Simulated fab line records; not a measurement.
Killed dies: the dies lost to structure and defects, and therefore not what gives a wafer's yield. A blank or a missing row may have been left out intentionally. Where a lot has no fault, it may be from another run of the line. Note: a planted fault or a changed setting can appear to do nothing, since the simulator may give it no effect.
fab line records	flow n5_finfet
[record] lots = 4	wafers = 12	last_day = 14
route steps=1938 shown SDB@361 DUMMY_REMOVAL@377 HKMG_FIN@385 PASSIVATION@1936
lots with no fault: from the same line, run without faults
start_h: the number of hours between the record's first day and the start of the first shown wafer of the lot	wait_h: hours since the lot's step before	" identical to the entry in the row above	L1.1+2: a row that stands for several wafers	- value missing, or start not given	* or withheld: withheld	< > ~ a bound
route shown NAME@n: NAME is a module with steps in the file, n the number in the route of the first one	usual: mean/standard deviation taken from wafers without a fault	same: alike in all rows	chamber/n: place in a boat	sites: per-site readings	_std_site: standard deviation across them	_edge_site: outer sites' mean less inner sites'	radius_mm: how far each site lies from the wafer's centre	mask NAME#n: copy n	behind: the last tool/chamber to shape the wafer	hold: reason for holding the lot/hours on hold/outcome of the hold	device: the transistor (n, p or np) that didn't switch	end of line: tests run on the same wafers once the route is complete	a step without rows: its recipe alone	killed: dies lost to structure and defects at the first sort, not the wafer's yield	map: shows each die of a wafer: x if killed, . if not, _ if none is there
set.NAME: the run value of the setting; set.NAME@STEP: its run value at that earlier step	model.NAME: the simulator's own value behind a step, which no gauge read
lots seen at some steps along the route; tables by step, rows by wafer
services: a tool's chamber out of use, with start hour (start_h, from the record's first day; less than 0 if before it), hours out, and reason
[[steps]]
[step N5_SDB_ETCH_18]
[recipe] chemistry = N2/H2	target = SOC	target_depth_a = 1000	overetch_a = 200	mask_material = SiARC	temp_c = 40	time_s = 150	ion_energy_ev = 200	pressure_mtorr = 30	source_w = 840	bias_w = 150	n2_flow_sccm = 200	h2_flow_sccm = 200
[step N5_SDB_STRIP_19]
[recipe] chemistry = N2/H2	temp_c = 40	n2_flow_sccm = 200	h2_flow_sccm = 200	rf_frequency_hz = 6e+07
[step N5_SDB_STRIP_21]
[recipe] chemistry = CF4	resist = SiARC	power_w = 300	bias_power_w = 75	pressure_mtorr = 50	cf4_flow_sccm = 150	rf_frequency_hz = 6e+07
[step N5_SDB_HM_OPEN_20]
[recipe] chemistry = CH3F/O2	target = SiNx	mask_material = SOC	target_depth_a = 240	stop_on = poly-Si	over_etch_frac = 0.4	ion_energy_ev = 120	pressure_mtorr = 30	source_w = 395	bias_w = 73	Ar_flow_sccm = 150	CH3F_flow_sccm = 30	O2_flow_sccm = 20
[step N5_SDB_STRIP_22]
[recipe] chemistry = N2/H2	power_w = 1000	temp_c = 250	h2_frac = 0.65	overash_fraction = 0.3	pressure_mtorr = withheld	n2_flow_sccm = 1750	h2_flow_sccm = 3250
[step N5_SDB_PRECLEAN_23]
[recipe] chemistry = dHF	time_s = 30	temp_c = 25	dilution = withheld
[step N5_SDB_DUMMY_REMOVE_24]
[recipe] chemistry = TMAH	temp_c = 70	target = poly-Si	stop_on = SiO2	target_depth_nm = 142	conc_wt_pct = 5	time_s = 57	dry = ipa_marangoni	rinse_time_s = 30	rinse_temp_c = 23
[step N5_SDB_ETCH_25]
[recipe] chemistry = C4F6/O2	target = SiO2	target_depth_a = 100	time_s = 3.3	ion_energy_ev = 250	mask_material = SiNx	pressure_mtorr = 30	source_w = 345	bias_w = 185	Ar_flow_sccm = 300	C4F6_flow_sccm = 10	O2_flow_sccm = 10
[step N5_SDB_CUT_ETCH_26]
[recipe] chemistry = HBr/Cl2/O2	target = Si	target_depth_a = 1296	bt_time_s = 20	mask_material = SiNx	time_s = 51.8	ion_energy_ev = *	bias_w = *	pressure_mtorr = 10	icp_w = 800	HBr_flow_sccm = 150	Cl2_flow_sccm = 80	O2_flow_sccm = 12
[step N5_SDB_PRECLEAN_38]
[recipe] chemistry = dHF	time_s = 10	dilution = 750:1	temp_c = 25
[step N5_SDB_PRECLEAN_39]
[recipe] chemistry = O3/DIW	time_s = 45	temp_c = 22	o3_ppm = 10
[step N5_SDB_SRD_28]
[recipe] dry = ipa_marangoni	time_s = 30	temp_c = 23	rinse_liquid = diw
[step N5_SDB_ALD_29]
[recipe] material = SiNx	target_thk_a = 300	temp_c = 400	ald_precursor_family = SiH2I2	ald_co_reactant = N2/H2-plasma	pulse_time_s = 1	ald_cycles = 600	purge_time_s = 2	co_reactant_purge_time_s = 2	pressure_torr = 2
[usual] heater_power_w = 848/60	precursor_pulse_height_rel = 1.000/0.021
lot.wafer	tool	chamber	start_h	wait_h	heater_power_w	precursor_pulse_height_rel
L487.3	ald_sin-03	3	84.89	0.0	887	0.999
L487.5	"	0	86.24	1.4	843	1.022
L487.6	"	1	"	"	817	1.019
L492.1	ald_sin-01	2	118.19	0.1	718	1.003
L492.2	"	1	"	"	875	0.985
L492.5	"	1	119.54	1.5	876	0.981
L494.2	ald_sin-01	0	128.66	0.0	804	1.000
L494.4	"	3	"	"	823	1.007
L494.6	"	0	130.01	1.4	792	1.017
L495.1	ald_sin-01	3	132.83	0.1	810	0.978
L495.3	"	1	"	"	892	0.970
L495.5	"	1	134.18	1.4	893	1.014
[step N5_SDB_CMP_30]
[recipe] stop_on = poly-Si	t_overpolish_s = 1.54	post_cmp_clean = alkaline_brush	down_force_psi = 4.1491	platen_rpm = 51.796	pad_velocity_m_s = 1.0306	target_thk_nm = 30
[step N5_DUMMY_REMOVAL_HM_STRIP_01]
[recipe] chemistry = CH3F/O2	material = SiNx	target_depth_a = 40	stop_on = poly-Si	time_s = 6.8	over_etch_frac = 0.3	ion_energy_ev = 60	power_w = 410	bias_w = 29	Ar_flow_sccm = 150	CH3F_flow_sccm = 30	O2_flow_sccm = 20
[step N5_DUMMY_REMOVAL_STRIP_10]
[recipe] chemistry = N2/H2	time_s = 40	power_w = 100	temp_c = 40	pressure_mtorr = 100	rf_frequency_hz = 6e+07	bias_power_w = 3	n2_flow_sccm = 300	h2_flow_sccm = 300
[step N5_DUMMY_REMOVAL_PRECLEAN_07]
[recipe] chemistry = dHF	time_s = 30	temp_c = 25	dilution = withheld
[step N5_DUMMY_REMOVAL_DUMMY_REMOVE_02]
[recipe] chemistry = TMAH	temp_c = 70	target = poly-Si	stop_on = SiO2	target_depth_nm = 142	conc_wt_pct = 5	time_s = 57	dry = ipa_marangoni	rinse_time_s = 30	rinse_temp_c = 23
[step N5_DUMMY_REMOVAL_PRECLEAN_08]
[recipe] chemistry = NF3:NH3	afs_cycles = 2	temp_c = 30	time_s = 20	sublimation_temp_c = 180	sublimation_time_s = 60	pressure_torr = 3	rf_power_w = 30
[step N5_DUMMY_REMOVAL_PRECLEAN_04]
[recipe] chemistry = DHF	time_s = 37	temp_c = 25	dilution = 500:1
[step N5_DUMMY_REMOVAL_SRD_05]
[recipe] dry = ipa_marangoni	do_ppb = 5	time_s = 30	temp_c = 23	rinse_liquid = diw
[step N5_HKMG_FIN_IL_REGROW_00]
[recipe] material = SiO2	target_thk_a = 7.5	chemistry = O3	temp_c = withheld	time_s = 30
[step N5_HKMG_FIN_HK_ALD_01]
[recipe] material = HfO2	target_thk_a = 16	temp_c = withheld	ald_precursor_family = HfCl4	ald_co_reactant = H2O	pulse_time_s = 3	purge_time_s = 3	co_reactant_purge_time_s = 2.5	co_reactant_pulse_time_s = 0.3	ald_cycles = 30
[step N5_HKMG_FIN_HK_ANNEAL_02]
[recipe] temp_c = 700	time_s = 30	ambient = N2	idle_temp_c = 600	ramp_up_c_per_s = 150	ramp_down_c_per_s = 60	cool_to_c = 600
[step N5_HKMG_FIN_ALD_74]
[recipe] material = La2O3	target_thk_a = 5	temp_c = 250	ald_precursor_family = La-Cp	ald_co_reactant = O3	pulse_time_s = 6	co_reactant_pulse_time_s = 1	purge_time_s = 3	co_reactant_purge_time_s = 3
[step N5_HKMG_FIN_ALD_75]
[recipe] material = Al2O3	target_thk_a = 10	temp_c = 150	ald_precursor_family = TMA	ald_co_reactant = H2O	pulse_time_s = withheld	co_reactant_pulse_time_s = 1
[step N5_HKMG_FIN_COAT_41]
[recipe] resist = SOC	temp_c = 250	time_s = 60	spin_rpm = 1500	resist_thk_nm = 300
[step N5_HKMG_FIN_COAT_42]
[recipe] resist = SiARC	temp_c = 220	time_s = 60	spin_rpm = 1500	resist_thk_nm = 35
[step N5_HKMG_FIN_COAT_43]
[recipe] resist = CAR-ArF	spin_rpm = 1500	resist_thk_nm = 90
[step N5_HKMG_FIN_EBR_45]
[recipe] solvent = PGMEA	ebr_width_mm = 1.5
[step N5_HKMG_FIN_SOFTBAKE_44]
[recipe] temp_c = 110	time_s = 60	resist = CAR-ArF
[step N5_HKMG_FIN_EXPOSE_46]
[recipe] mask_id = NDIPOLE	na = 1.35	source_shape = conventional	sigma_outer = 0.8	polarization = unpolarized	dose_mj = 40
[step N5_HKMG_FIN_PEB_47]
[recipe] peb_temp_c = withheld	peb_time_s = 60	resist = CAR-ArF
[step N5_HKMG_FIN_DEVELOP_48]
[recipe] develop_time_s = 30	developer = TMAH	resist = CAR-ArF	rinse_liquid = diw	dry = air_spin	dev_temp_c = 23
[step N5_HKMG_FIN_DESCUM_53]
[recipe] chemistry = O2	time_s = 7.9	source_power_w = 50	bias_power_w = 20	pressure_mtorr = 20	rf_frequency_hz = 2.712e+07	temp_c = 40	resist = CAR-ArF	o2_flow_sccm = 225
[step N5_HKMG_FIN_ETCH_54]
[recipe] chemistry = CF4	target = SiARC	target_depth_a = 455	mask_material = CAR-ArF	time_s = 75.8	ion_energy_ev = 80	pressure_mtorr = 40	source_w = 545	bias_w = 36	Ar_flow_sccm = 100	cf4_flow_sccm = 100	ends = cleared
[step N5_PASSIVATION_PROBE_49]
[usual] defect_limited_yield = 91.0/1.3	killed_at_M0_to_M3 = 33/10	killed_at_M4_up = 14/5.6	killed_at_contacts = 12/5.8	killed_at_front_end = 43/11	killed_at_other = 4.1/2.8	killed_dies = 106/15	killed_on_rim = 14/3.9	killed_open = 70/12	killed_short = 34/7.5	sort_bin_5_function = 5.3/0.88	sort_bin_6_memory = 3.3/0.64	sort_bin_8_speed = 0.00/0.016	sort_n_pass = 1074/15	sort_yield_pct = 91.0/1.3
[same] gross_dies = 1180	killed_at_back_side = 0	sort_bin_4_leakage[%] = 0
lot.wafer	tool	chamber	start_h	wait_h	defect_limited_yield[%]	killed_at_M0_to_M3	killed_at_M4_up	killed_at_contacts	killed_at_front_end	killed_at_other	killed_dies	killed_on_rim	killed_open	killed_short	sort_bin_5_function[%]	sort_bin_6_memory[%]	sort_bin_8_speed[%]	sort_n_pass	sort_yield_pct[%]
L487.3	prober-01	-	292.30	0.1	91.8	38	10	9	39	1	97	19	66	29	4.6	3.0	0	1083	91.8
L487.5	prober-01	-	292.40	0.2	91.4	23	12	8	55	4	102	18	69	31	5.5	3.0	0	1078	91.4
L487.6	prober-01	-	292.45	0.3	91.8	26	16	17	33	5	97	10	59	35	4.9	3.1	0	1083	91.8
L492.1	prober-02	-	313.92	0.0	92.6	24	8	6	44	5	87	12	65	20	4.1	2.9	0	1093	92.6
L492.2	prober-02	-	313.97	0.1	93.6	24	4	5	40	2	75	6	49	24	3.6	2.5	0.08	1105	93.6
L492.5	prober-02	-	314.12	0.2	89.7	38	12	17	47	8	122	15	99	21	5.8	4.3	0	1058	89.7
L494.2	prober-02	-	341.36	0.1	90.5	41	14	3	48	6	112	15	76	34	5.3	4.1	0	1068	90.5
L494.4	prober-02	-	341.46	0.2	81.4	21	23	11	162	2	219	17	72	31	12.0	4.2	0	961	81.4
L494.6	prober-02	-	341.56	0.3	89.2	44	15	7	53	8	127	20	82	39	6.5	3.4	0	1053	89.2
L495.1	prober-01	-	347.30	0.0	82.1	47	8	14	141	1	211	15	62	36	11.6	4.4	0	969	82.1
L495.3	prober-01	-	347.40	0.1	91.4	42	12	5	40	2	101	16	55	43	3.9	3.6	0	1079	91.4
L495.5	prober-01	-	347.50	0.2	90.2	52	10	16	33	5	116	15	67	44	5.5	3.7	0	1064	90.2
// killed by level:class
L487.3 STI_FIN_REVEAL:geometric_particle:open=10 BEOL_M3:geometric_particle:open=10 BEOL_M2:geometric_particle:open=9 GATE_CUT:geometric_particle:short=6 MOL_CONTACT_COAG:geometric_particle:open=6 BEOL_M0_SAQP:geometric_particle:open=6 DUMMY_GATE:geometric_particle:open=5 FIN_SAQP:geometric_particle:open=4
L487.5 FIN_SAQP:geometric_particle:open=19 STI_FIN_REVEAL:geometric_particle:open=10 FIN_SAQP:geometric_particle:short=8 MOL_CONTACT_COAG:geometric_particle:open=7 BEOL_M2:geometric_particle:open=5 BEOL_M4:geometric_particle:open=5 BEOL_M3:geometric_particle:open=4 STARTING-WAFER:geometric_particle:open=3
L487.6 MOL_CONTACT_COAG:geometric_particle:open=14 FIN_SAQP:geometric_particle:short=11 DUMMY_GATE:geometric_particle:open=10 BEOL_M4:geometric_particle:open=7 BEOL_M0_SAQP:geometric_particle:short=5 BEOL_M2:geometric_particle:open=5 BEOL_M8:geometric_particle:open=4 BEOL_M0_SAQP:geometric_particle:open=4
L492.1 FIN_SAQP:geometric_particle:open=14 STI_FIN_REVEAL:geometric_particle:open=11 BEOL_M1:geometric_particle:open=8 BEOL_M0_SAQP:geometric_particle:short=6 BEOL_M2:geometric_particle:open=5 DUMMY_GATE:geometric_particle:open=4 MOL_CONTACT_COAG:geometric_particle:open=4 BEOL_M0_SAQP:geometric_particle:open=4
L492.2 STI_FIN_REVEAL:geometric_particle:open=12 FIN_SAQP:geometric_particle:short=6 BEOL_M0_SAQP:geometric_particle:open=6 FIN_SAQP:geometric_particle:open=5 GATE_CUT:geometric_particle:short=5 BEOL_M1:geometric_particle:open=5 BEOL_M0_SAQP:geometric_particle:short=4 STARTING-WAFER:geometric_particle:open=4
L492.5 FIN_SAQP:geometric_particle:open=15 MOL_CONTACT_COAG:geometric_particle:open=14 STI_FIN_REVEAL:geometric_particle:open=13 BEOL_M0_SAQP:geometric_particle:open=8 BEOL_M3:geometric_particle:open=8 BEOL_M0:geometric_particle:open=6 BEOL_M1:geometric_particle:open=6 BEOL_M2:geometric_particle:open=6
L494.2 STI_FIN_REVEAL:geometric_particle:open=16 BEOL_M3:geometric_particle:open=12 FIN_SAQP:geometric_particle:open=9 BEOL_M0_SAQP:geometric_particle:open=6 BEOL_M4:geometric_particle:open=6 BEOL_M0:geometric_particle:open=5 BEOL_M3:geometric_particle:short=5 FIN_SAQP:geometric_particle:short=4
L494.4 SDB:unspecified=115 FIN_SAQP:geometric_particle:open=15 STI_FIN_REVEAL:geometric_particle:open=9 MOL_CONTACT_COAG:geometric_particle:open=9 BEOL_M4:geometric_particle:open=7 FIN_SAQP:geometric_particle:short=6 GATE_CUT:geometric_particle:short=5 BEOL_M0:geometric_particle:open=5
L494.6 FIN_SAQP:geometric_particle:open=13 BEOL_M0_SAQP:geometric_particle:short=10 FIN_SAQP:geometric_particle:short=9 STI_FIN_REVEAL:geometric_particle:open=9 BEOL_M0_SAQP:geometric_particle:open=9 BEOL_M0:geometric_particle:open=7 BEOL_M4:geometric_particle:open=7 GATE_CUT:geometric_particle:short=6
L495.1 SDB:unspecified=111 BEOL_M0_SAQP:geometric_particle:open=11 MOL_CONTACT_COAG:geometric_particle:open=10 BEOL_M0_SAQP:geometric_particle:short=9 BEOL_M2:geometric_particle:open=7 BEOL_M1:geometric_particle:open=6 BEOL_M3:geometric_particle:open=6 FIN_SAQP:geometric_particle:short=5
L495.3 BEOL_M0_SAQP:geometric_particle:short=12 FIN_SAQP:geometric_particle:short=10 STI_FIN_REVEAL:geometric_particle:open=10 BEOL_M0_SAQP:geometric_particle:open=6 BEOL_M1:geometric_particle:open=6 BEOL_M2:geometric_particle:open=5 BEOL_M2:geometric_particle:short=4 FIN_SAQP:geometric_particle:open=3
L495.5 BEOL_M0_SAQP:geometric_particle:short=15 MOL_CONTACT_COAG:geometric_particle:open=14 STI_FIN_REVEAL:geometric_particle:open=12 BEOL_M0_SAQP:geometric_particle:open=10 BEOL_M2:geometric_particle:short=10 BEOL_M3:geometric_particle:open=8 BEOL_M1:geometric_particle:open=5 BEOL_M4:geometric_particle:open=4
// map L494.4 (x killed, . not)
_________________.........x..________________
______________.....x...x.x......_____________
___________...x.......x...xx..x....__________
__________........x...x....x.......x_________
________......x...........x...x.x....x_______
_______...........x.......x.x.xxxxx....______
______.....x...............xxxx.xxxxxxx._____
_____.x.........x...x...x.x.xxxxxxxxxx...____
____.......x........x....xxxxxxxxxxxxxxx..___
___..........xx......x...xxxxxxxxxxxxxxx...__
___.......xx.......x......xxxxxxxxxxxxxxx..__
__.............x...........xxxxxxxxxxx.x...._
__x.........x...x....x....xxxxxxxxxxxxxx...._
_x....x.x....x.x..........x.xxxxxxxx.........
_..x....................x..x....xxxx....x....
_..x....x...................................x
_...x...........x........x...................
_x.....x...........x....x.......x............
_............x.....................xx........
_.....................x..x.......xx........xx
_....................................x.......
__..............x.x.......................x._
__...x....x.....x....x.............xxx......_
___......x................................x__
___..x............x....x......x...........x__
____.x.....x...x.......x...x..............___
_____........x.........x................x____
______..........................x......._____
_______......x........x........x.......______
________...x.....x.........x.........._______
__________.x....xx.................._________
___________....x..x........x.......__________
______________.................._____________
_________________........x...________________
// map L495.1 (x killed, . not)
_________________............________________
______________.x.x......x......._____________
___________....x.......xx..........__________
__________x.........xx..x..........._________
________....x...........x..x..xxx..x.._______
_______....x.............xxx.xx.xxxxx..______
______......x.x.............xxxxxxxxxxx._____
_____.....................xxxxxxxxxxx.x..____
____..x..x....x..x........xxxxxxxxxxxxx...___
___x.x......x...x.....x...xxxxxxxxxxxxxxx..__
___......................xxxxxxxxxxxx..x...__
__...x....x.x..x..........xxxxxxxxxxxxxxx..._
__...........x..x.........xxxxxxxxxxxx.x...x_
_x........................x.x.x.xxxx..x......
_..............x........x.....xxxx.x...x.....
_...................................x..x.....
_................x..............x...........x
_.x............x...................x.....x...
_......x..........x.........x......x.......xx
_..............x......x......................
_.......x......x.............x...x...........
__x.x....x.......x.........................._
__............x....x...............x........_
___...x.....x.x......xx....................__
___.....x.............x....................__
____x................xx...................___
_____....x..........xx........xxx.x.....x____
______............x....................._____
_______.........x.......x..............______
________x......x.......x.............._______
__________..x.................x...x._________
___________........................__________
______________........x........._____________
_________________............________________
[[services]]
tool	chamber	start_h	hours	kind
ald_sin-01	-	85.86	14.0	pm
ald_sin-01	0	85.86	14.0	vent_cycle
ald_sin-01	1	85.86	14.0	vent_cycle
ald_sin-01	2	85.86	14.0	vent_cycle
ald_sin-01	3	85.86	14.0	vent_cycle
ald_sin-01	0	99.86	-	clean
ald_sin-01	1	99.86	-	clean
ald_sin-01	2	99.86	-	clean
ald_sin-01	3	99.86	-	clean
ald_sin-03	1	114.06	7.8	repair
[[key]]
[first_sign] step = N5_PASSIVATION_PROBE_49	reading = killed_at_front_end	direction = up	sigmas = 10	usual = 43	struck = 152
[effect] step = N5_PASSIVATION_PROBE_49	reading = defect_limited_yield	direction = down	sigmas = 7.2	usual = 91.0	struck = 81.8
[more_kills_born_at] N5_SDB_ALD_29@ald_sin-01 = 226
met_at N5_SDB_ALD_29
struck_wafers L494.4,L495.1
[fault] kind = chamber_particle_source	tool = ald_sin-01	chamber = 3	onset_h = 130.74	steps = N5_SDB_ALD_29	rate_per_visit_cm2 = 0.67055	end_h = 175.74
